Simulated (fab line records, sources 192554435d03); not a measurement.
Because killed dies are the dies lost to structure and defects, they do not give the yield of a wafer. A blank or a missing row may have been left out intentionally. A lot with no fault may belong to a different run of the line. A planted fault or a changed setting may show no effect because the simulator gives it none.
Lot-split experiment / flow n5Finfet / 39 wafers read from 7 lots, route of 1938 steps

== ABOUT THE SPLIT ==
At N5_BEOL_M6_ETCH_66 (etches SOC in N2/H2, target depth 80 nm, overetch 16 nm, time 120 s), the setting targetDepthA was moved away from the recipe's 800 angstrom on 15 of the 39 wafers read, by -37.1% to +36.5%. The other wafers ran this setting at the recipe's value.

The reading comes from the split's own step.

== THE READING ==
BEOL_M6.cdNm (the simulator's own value, which no gauge read), in nm, at N5_BEOL_M6_ETCH_66 (etches SOC in N2/H2, target depth 80 nm, overetch 16 nm, time 120 s). There is no usual value for it anywhere in the file. Average 40.0 nm, standard deviation 0.2 nm, over the 24 wafers here run with the recipe.

wafer=L077.1; tool, chamber at the split=rieDiel-03, 3; targetDepthA as run, angstrom=1092; against the recipe=+36.5%; BEOL_M6.cdNm, nm=41; against lot-mates on the recipe=+0.8
wafer=L077.2; tool, chamber at the split=rieDiel-03, 0; targetDepthA as run, angstrom=1092; against the recipe=+36.5%; BEOL_M6.cdNm, nm=40.8; against lot-mates on the recipe=+0.6
wafer=L077.3; tool, chamber at the split=rieDiel-03, 1; targetDepthA as run, angstrom=800; against the recipe=recipe; BEOL_M6.cdNm, nm=40.2; against lot-mates on the recipe=-
wafer=L077.4; tool, chamber at the split=rieDiel-03, 2; targetDepthA as run, angstrom=800; against the recipe=recipe; BEOL_M6.cdNm, nm=40.4; against lot-mates on the recipe=-
wafer=L077.5; tool, chamber at the split=rieDiel-03, 1; targetDepthA as run, angstrom=800; against the recipe=recipe; BEOL_M6.cdNm, nm=40; against lot-mates on the recipe=-
wafer=L077.6; tool, chamber at the split=rieDiel-03, 2; targetDepthA as run, angstrom=1092; against the recipe=+36.5%; BEOL_M6.cdNm, nm=41; against lot-mates on the recipe=+0.8
wafer=L082.1; tool, chamber at the split=rieDiel-03, 0; targetDepthA as run, angstrom=1036; against the recipe=+29.5%; BEOL_M6.cdNm, nm=40.4; against lot-mates on the recipe=+0.5
wafer=L082.6; tool, chamber at the split=rieDiel-03, 0; targetDepthA as run, angstrom=1036; against the recipe=+29.5%; BEOL_M6.cdNm, nm=40.4; against lot-mates on the recipe=+0.5
wafer=L082.2; tool, chamber at the split=rieDiel-03, 3; targetDepthA as run, angstrom=800; against the recipe=recipe; BEOL_M6.cdNm, nm=40; against lot-mates on the recipe=-
wafer=L082.5; tool, chamber at the split=rieDiel-03, 3; targetDepthA as run, angstrom=800; against the recipe=recipe; BEOL_M6.cdNm, nm=40; against lot-mates on the recipe=-
wafer=L082.3; tool, chamber at the split=rieDiel-03, 1; targetDepthA as run, angstrom=800; against the recipe=recipe; BEOL_M6.cdNm, nm=39.8; against lot-mates on the recipe=-
wafer=L082.4; tool, chamber at the split=rieDiel-03, 2; targetDepthA as run, angstrom=1036; against the recipe=+29.5%; BEOL_M6.cdNm, nm=40.8; against lot-mates on the recipe=+0.9
wafer=L085.1; tool, chamber at the split=rieDiel-02, 0; targetDepthA as run, angstrom=548.4; against the recipe=-31.4%; BEOL_M6.cdNm, nm=39.2; against lot-mates on the recipe=-0.5
wafer=L085.2; tool, chamber at the split=rieDiel-02, 3; targetDepthA as run, angstrom=548.4; against the recipe=-31.4%; BEOL_M6.cdNm, nm=39.2; against lot-mates on the recipe=-0.5
wafer=L085.3; tool, chamber at the split=rieDiel-02, 2; targetDepthA as run, angstrom=800; against the recipe=recipe; BEOL_M6.cdNm, nm=39.8; against lot-mates on the recipe=-
wafer=L085.4; tool, chamber at the split=rieDiel-02, 1; targetDepthA as run, angstrom=800; against the recipe=recipe; BEOL_M6.cdNm, nm=39.6; against lot-mates on the recipe=-
wafer=L085.5; tool, chamber at the split=rieDiel-02, 0; targetDepthA as run, angstrom=548.4; against the recipe=-31.4%; BEOL_M6.cdNm, nm=39; against lot-mates on the recipe=-0.7
wafer=L085.6; tool, chamber at the split=rieDiel-02, 3; targetDepthA as run, angstrom=800; against the recipe=recipe; BEOL_M6.cdNm, nm=39.6; against lot-mates on the recipe=-
wafer=L087.1; tool, chamber at the split=rieDiel-02, 1,2; targetDepthA as run, angstrom=800; against the recipe=recipe; BEOL_M6.cdNm, nm=40; against lot-mates on the recipe=-
wafer=L087.5; tool, chamber at the split=rieDiel-02, 1,2; targetDepthA as run, angstrom=800; against the recipe=recipe; BEOL_M6.cdNm, nm=40; against lot-mates on the recipe=-
wafer=L087.2; tool, chamber at the split=rieDiel-02, 3,2,1; targetDepthA as run, angstrom=800; against the recipe=recipe; BEOL_M6.cdNm, nm=39.8; against lot-mates on the recipe=-
wafer=L087.3; tool, chamber at the split=rieDiel-02, 3,2,1; targetDepthA as run, angstrom=800; against the recipe=recipe; BEOL_M6.cdNm, nm=39.8; against lot-mates on the recipe=-
wafer=L087.6; tool, chamber at the split=rieDiel-02, 3,2,1; targetDepthA as run, angstrom=800; against the recipe=recipe; BEOL_M6.cdNm, nm=39.8; against lot-mates on the recipe=-
wafer=L087.4; tool, chamber at the split=rieDiel-02, 0; targetDepthA as run, angstrom=800; against the recipe=recipe; BEOL_M6.cdNm, nm=40.2; against lot-mates on the recipe=-
wafer=L088.1; tool, chamber at the split=rieDiel-02, 0; targetDepthA as run, angstrom=512.6; against the recipe=-35.9%; BEOL_M6.cdNm, nm=39; against lot-mates on the recipe=-0.9
wafer=L088.2; tool, chamber at the split=rieDiel-02, 3; targetDepthA as run, angstrom=800; against the recipe=recipe; BEOL_M6.cdNm, nm=39.8; against lot-mates on the recipe=-
wafer=L088.6; tool, chamber at the split=rieDiel-02, 3; targetDepthA as run, angstrom=800; against the recipe=recipe; BEOL_M6.cdNm, nm=39.8; against lot-mates on the recipe=-
wafer=L088.3; tool, chamber at the split=rieDiel-02, 2; targetDepthA as run, angstrom=512.6; against the recipe=-35.9%; BEOL_M6.cdNm, nm=39; against lot-mates on the recipe=-0.9
wafer=L088.4; tool, chamber at the split=rieDiel-02, 1; targetDepthA as run, angstrom=512.6; against the recipe=-35.9%; BEOL_M6.cdNm, nm=39.2; against lot-mates on the recipe=-0.7
wafer=L088.5; tool, chamber at the split=rieDiel-02, 0; targetDepthA as run, angstrom=800; against the recipe=recipe; BEOL_M6.cdNm, nm=40; against lot-mates on the recipe=-
wafer=L092.1; tool, chamber at the split=rieDiel-02, 1; targetDepthA as run, angstrom=800; against the recipe=recipe; BEOL_M6.cdNm, nm=40.2; against lot-mates on the recipe=-
wafer=L092.2; tool, chamber at the split=rieDiel-02, 2; targetDepthA as run, angstrom=800; against the recipe=recipe; BEOL_M6.cdNm, nm=40; against lot-mates on the recipe=-
wafer=L092.5; tool, chamber at the split=rieDiel-02, 2; targetDepthA as run, angstrom=800; against the recipe=recipe; BEOL_M6.cdNm, nm=40.2; against lot-mates on the recipe=-
wafer=L094.1; tool, chamber at the split=rieDiel-04, 2; targetDepthA as run, angstrom=800; against the recipe=recipe; BEOL_M6.cdNm, nm=39.8; against lot-mates on the recipe=-
wafer=L094.2; tool, chamber at the split=rieDiel-04, 0; targetDepthA as run, angstrom=800; against the recipe=recipe; BEOL_M6.cdNm, nm=40; against lot-mates on the recipe=-
wafer=L094.3; tool, chamber at the split=rieDiel-04, 3; targetDepthA as run, angstrom=800; against the recipe=recipe; BEOL_M6.cdNm, nm=40.2; against lot-mates on the recipe=-
wafer=L094.4; tool, chamber at the split=rieDiel-04, 1; targetDepthA as run, angstrom=502.8; against the recipe=-37.1%; BEOL_M6.cdNm, nm=39.2; against lot-mates on the recipe=-0.8
wafer=L094.5; tool, chamber at the split=rieDiel-04, 3; targetDepthA as run, angstrom=502.8; against the recipe=-37.1%; BEOL_M6.cdNm, nm=39.6; against lot-mates on the recipe=-0.4
wafer=L094.6; tool, chamber at the split=rieDiel-04, 0; targetDepthA as run, angstrom=502.8; against the recipe=-37.1%; BEOL_M6.cdNm, nm=39.4; against lot-mates on the recipe=-0.6
When a row names more than one chamber, that row covers several wafers, and the file does not tell which wafer ran in which chamber.

THE FIT
A straight line over all 39 wafers: BEOL_M6.cdNm changes by +0.0225 nm for each +1% of targetDepthA; r = +0.92; the points scatter about the line by 0.21 nm.
The same after taking each lot's own level away (the mean of its wafers on the recipe; 39 wafers): +0.0192 nm for each +1%; r = +0.95; scatter 0.14 nm.
That fit puts the effect of the largest move of targetDepthA on the reading at 0.71 nm.
Across the lots, their own levels run from 39.67 to 40.20 nm, a range of 2.7 times the standard deviation given above.
Hence the slope depends on the lot-to-lot level, as the two fits are not the same.
Check: with one of the wafers moved furthest among these (-37.1%) left out of the fit, the line predicts -0.693 nm for it against its lot-mates. Against them it came out at -0.8 nm.

== ADDITIONAL SPLITS CARRIED BY THESE WAFERS ==
Other splits were also applied to these wafers ahead of the reading. Each is held against what the fit with the lots' levels taken away leaves over:
other split on the same wafers=N5_HKMG_FIN_ALD_72 aldCycles; wafers away from the commonest value=15; r with BEOL_M6.cdNm (lot level and that fit taken away)=+0.15
other split on the same wafers=N5_BEOL_M0_SAQP_DEVELOP_13 developTimeS; wafers away from the commonest value=15; r with BEOL_M6.cdNm (lot level and that fit taken away)=+0.16
other split on the same wafers=N5_BEOL_M4_ILD_DEP_00 timeS; wafers away from the commonest value=15; r with BEOL_M6.cdNm (lot level and that fit taken away)=-0.03

== THE WHOLE CHAIN: every reading that the file lists as answering this split, in the file's order ==
step=N5_BEOL_M6_ETCH_66; what it does=etches SOC in N2/H2, target depth 80 nm, overetch 16 nm, time 120 s; reading=SiARC_of_BEOL_M6_COAT_64.thkNm (the simulator's own value, which no gauge read); change (the file's fit)=-0.0474 nm for each +1% of the setting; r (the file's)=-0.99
step=N5_BEOL_M6_ETCH_66; what it does=etches SOC in N2/H2, target depth 80 nm, overetch 16 nm, time 120 s; reading=BEOL_M6.cdNm (the simulator's own value, which no gauge read); change (the file's fit)=+0.0192 nm for each +1% of the setting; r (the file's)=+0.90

== THE FILE'S OWN FIT ==
BEOL_M6.cdNm changes by +0.0192 nm for each +1% of targetDepthA, r = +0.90.
